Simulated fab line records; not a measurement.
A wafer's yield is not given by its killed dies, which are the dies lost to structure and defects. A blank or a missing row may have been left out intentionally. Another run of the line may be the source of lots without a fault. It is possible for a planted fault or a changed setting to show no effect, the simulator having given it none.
Which tool is to blame? | flow nand_harc | 12 lots, 36 wafers sampled, at 4 steps of a route of 1159

== WHAT THE GAUGES SHOWED, per wafer ==
NHARC_A_BONDPAD_THK_MEAS_20: measures by xrf.
lot  | measured     | on            | thk_nm (nm)
L074 | day 18 03:56 | film_metro-01 | 171.6 168.4 170.2
L077 | day 18 10:50 | film_metro-02 | 171.0 170.6 170.6
L076 | day 19 01:30 | film_metro-01 | 171.5 170.7 171.8
L082 | day 20 02:26 | film_metro-01 | 170.0 166.8 166.9
L084 | day 20 08:04 | film_metro-01 | 170.5 170.0 170.4
L088 | day 21 04:04 | film_metro-02 | 172.0 169.5 170.7
L085 | day 21 05:19 | film_metro-01 | 173.3 169.7 170.5
L091 | day 21 22:35 | film_metro-01 | 168.7 169.3 170.1
L089 | day 21 23:32 | film_metro-01 | 167.6 167.4 168.7
L092 | day 23 07:40 | film_metro-02 | 170.6 169.3 170.8
L096 | day 23 12:09 | film_metro-02 | 170.5 169.4 171.9
L097 | day 24 00:47 | film_metro-02 | 170.7 167.9 169.6

== TOOL THAT RAN EACH LOT (tool first, then ch and the chambers of the sampled wafers, then the start) ==
lot  | NHARC_A_M1_ETCH_35                 | NHARC_A_M1_PRE_CLEAN_30                 | NHARC_A_BONDPAD_CMP_29
L074 | rie_diel-10 ch 0,1,2, day 17 20:39 | pvd_sputter-01, day 18 00:21 or earlier | cmp-02 ch 0,1,3, day 18 00:21
L077 | rie_diel-10 ch 1,3, day 18 03:43   | pvd_sputter-02, day 18 07:29 or earlier | cmp-04 ch 0,1,2, day 18 07:29
L076 | rie_diel-11 ch 1,2,3, day 18 18:30 | pvd_sputter-01, day 18 22:07 or earlier | cmp-03 ch 0,1,3, day 18 22:07
L082 | rie_diel-10 ch 0,1,2, day 19 18:43 | pvd_sputter-01, day 19 23:03 or earlier | cmp-02 ch 0,1,3, day 19 23:03
L084 | rie_diel-12 ch 0,2,3, day 20 00:58 | pvd_sputter-02, day 20 04:37 or earlier | cmp-02 ch 0,1,2, day 20 04:37
L088 | rie_diel-12 ch 2,3, day 20 21:02   | pvd_sputter-02, day 21 00:43 or earlier | cmp-04 ch 0,1,3, day 21 00:43
L085 | rie_diel-10 ch 0,1,2, day 20 22:05 | pvd_sputter-02, day 21 01:58 or earlier | cmp-02 ch 0,2,3, day 21 01:58
L091 | rie_diel-10 ch 0,3, day 21 15:37   | pvd_sputter-01, day 21 19:17 or earlier | cmp-03 ch 0,2,3, day 21 19:17
L089 | rie_diel-10 ch 0,3, day 21 16:02   | pvd_sputter-03, day 21 19:47 or earlier | cmp-03 ch 0,2,3, day 21 19:47
L092 | rie_diel-11 ch 1,2, day 23 00:25   | pvd_sputter-02, day 23 04:24 or earlier | cmp-04 ch 0,3, day 23 04:24
L096 | rie_diel-12 ch 1,2,3, day 23 04:37 | pvd_sputter-02, day 23 08:35 or earlier | cmp-02 ch 0,1,2, day 23 08:35
L097 | rie_diel-12 ch 1,2,3, day 23 17:10 | pvd_sputter-02, day 23 20:49 or earlier | cmp-02 ch 0,1, day 23 20:49
- NHARC_A_M1_ETCH_35: etches the open film in N2/H2, target depth 40 nm, overetch 12 nm, time 43.94 s.
- NHARC_A_M1_PRE_CLEAN_30: time 30 s.
- NHARC_A_BONDPAD_CMP_29: polishes SiCN, target thk 200 nm.

== THE ANSWER, worked out from the rows above alone ==
Rule: what is usual is taken from the lots themselves. Put in order of their means at a reading, lots are off if they are a third of the lots or fewer, leave a main group of 4 or more, and stand apart from it by a gap of 3 or more times the standard deviation of the main group's means; of several such gaps the widest counts. If all means in a main group match to the digits the tables above print for the reading, that group is not used. Also off: a lot with no number at a reading for which 4 or more lots have one. All remaining lots with rows at the step are treated as sound.
Nothing can be told from this: no lot is off at any reading shown.

== WHAT THE SIMULATOR HAD INSERTED ==
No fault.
